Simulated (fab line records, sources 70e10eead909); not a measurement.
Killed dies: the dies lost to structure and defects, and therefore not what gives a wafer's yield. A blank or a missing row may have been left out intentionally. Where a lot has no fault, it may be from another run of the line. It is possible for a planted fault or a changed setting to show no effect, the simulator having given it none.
Comparing a struck lot with a sound one    flow nandHarc    15 steps out of a route of 1159
Sound: the wafers L299.2, L299.3, L299.5. Struck: wafers L304.1, L304.2, L304.5. The cause is named last.
Per side, at each step with rows, come the tool, then ch with its chambers, and then its first start. Under that, the readings that differ: sound wafers    struck wafers    difference of the means    sigmas: that difference in standard deviations of wafers without a fault.
alike: a reading whose means differ by less than 2 such deviations, as well as words and numbers matching on both sides. not compared: withheld readings; readings where some wafer has no value; bounds like >300 that might hide an equal value; numbers whose values overlap and for which the record gives no deviation.
A row with sigmas, a row that says differs or no value, or rows on one side alone: a step with any of these is where the two part. Numbers that have no deviation but don't overlap get no sigmas and don't part them. A reading that every wafer of one side lacks parts them only if that side has two wafers or more.

NHARC_A_CONTACT_ETCH_138: etches the open film in C4F8/O2/Ar, time 132 s, target depth 1289 nm.
  sound on harCapEtch-02 ch 0,1, day 17 19:32; struck on harCapEtch-01 ch 0,1, day 18 16:53
  alike: oesAirLineAu
  not compared: rfHoursCounterH
NHARC_A_CONTACT_ETCH_139: etches the open film in C4F8/O2/Ar, time 137 s, target depth 590 nm.
  sound on harCapEtch-02 ch 0,1, day 17 19:40; struck on harCapEtch-01 ch 0,1, day 18 17:00
  alike: oesAirLineAu
  not compared: rfHoursCounterH
then, 1 step without rows for these wafers: NHARC_A_CONTACT_ETCH_92 (etches the open film in CH3F/O2, target depth 40 nm, time 85.7 s).
NHARC_A_CONTACT_ETCH_98: etches the open film in C4F6/O2, target depth 20 nm, time 10 s.
  sound on rieDiel-03 ch 0,2,3; struck on rieDiel-04 ch 2,3
  alike: biasW, drypumpMotorCurrentA, oesProductAu, rfVppV, showerheadPlenumPTorr, throttleValvePct
  not compared: rfHoursCounterH
NHARC_A_CONTACT_CD_MEAS_15:
  sound on cdSem-03 at day 17 20:17; struck on cdSem-02 at day 18 17:37
  alike: cdNm
then, 4 steps without rows for these wafers: NHARC_A_CONTACT_STRIP_107 (strips in N2/H2); NHARC_A_CONTACT_STRIP_108 (strips in CF4/CHF3); NHARC_A_CONTACT_STRIP_109 (strips in O2/COS); NHARC_A_CONTACT_ETCH_110 (etches the open film in CF4/O2, target depth 50 nm, overetch 5 nm, time 27.5 s).
NHARC_A_CONTACT_STRIP_26: strips in O2.
  sound on rieDiel-11 ch 0,1,2; struck on rieDiel-04 ch 0,1,3
  alike: drypumpMotorCurrentA, oesProductAu, rfVppV, showerheadPlenumPTorr, throttleValvePct
  not compared: rfHoursCounterH
then, 1 step without rows for these wafers: NHARC_A_CONTACT_STRIP_27 (strips in post etch residue remover, time 600 s).
NHARC_A_CONTACT_ALD_18: deposits TiN, target thk 3 nm, pulse time 1 s, ald cycles 150.
  sound on aldMetal-03 ch 0, day 17 21:16; struck on aldMetal-02 ch 0,1,3, day 18 19:03
  alike: heaterPowerW, precursorPulseHeightRel
NHARC_A_CONTACT_CVD_19: deposits W, target thk 300 nm, time 802 s.
  sound on cvdW-02 ch 0,1, day 17 21:41; struck on cvdW-01 ch 0,1, day 18 20:35
  alike: heaterPowerW, throttleValvePct
NHARC_A_CONTACT_CMP_20: polishes, t overpolish 30 s, target thk 300 nm.
  sound on cmp-02 ch 0,2, day 17 22:26; struck on cmp-01 ch 2,3, day 18 21:35
reading              sound           struck             difference  sigmas
timeToEndpointS (s)  62.8 61.7 60.4  118.6 114.7 113.4  +53.9       +22
  alike: motorCurrentA, overpolishRunS, retainingRingPressureFrac
-- the record jumps here: 2 days lie between the struck wafers' starts before and after (it left off in module A_CONTACT and takes up again in module END, whose first step shown is number 1159 of the route) --
NHARC_END_SORT_01:
  only the struck wafers appear in the record here, on prober-01 ch 0 at day 21 03:32; the sound ones have no rows

## WHERE THEY PART
At NHARC_A_CONTACT_CMP_20 first; at NHARC_END_SORT_01 last (within this record only).

WHY: what had been put in by the simulator
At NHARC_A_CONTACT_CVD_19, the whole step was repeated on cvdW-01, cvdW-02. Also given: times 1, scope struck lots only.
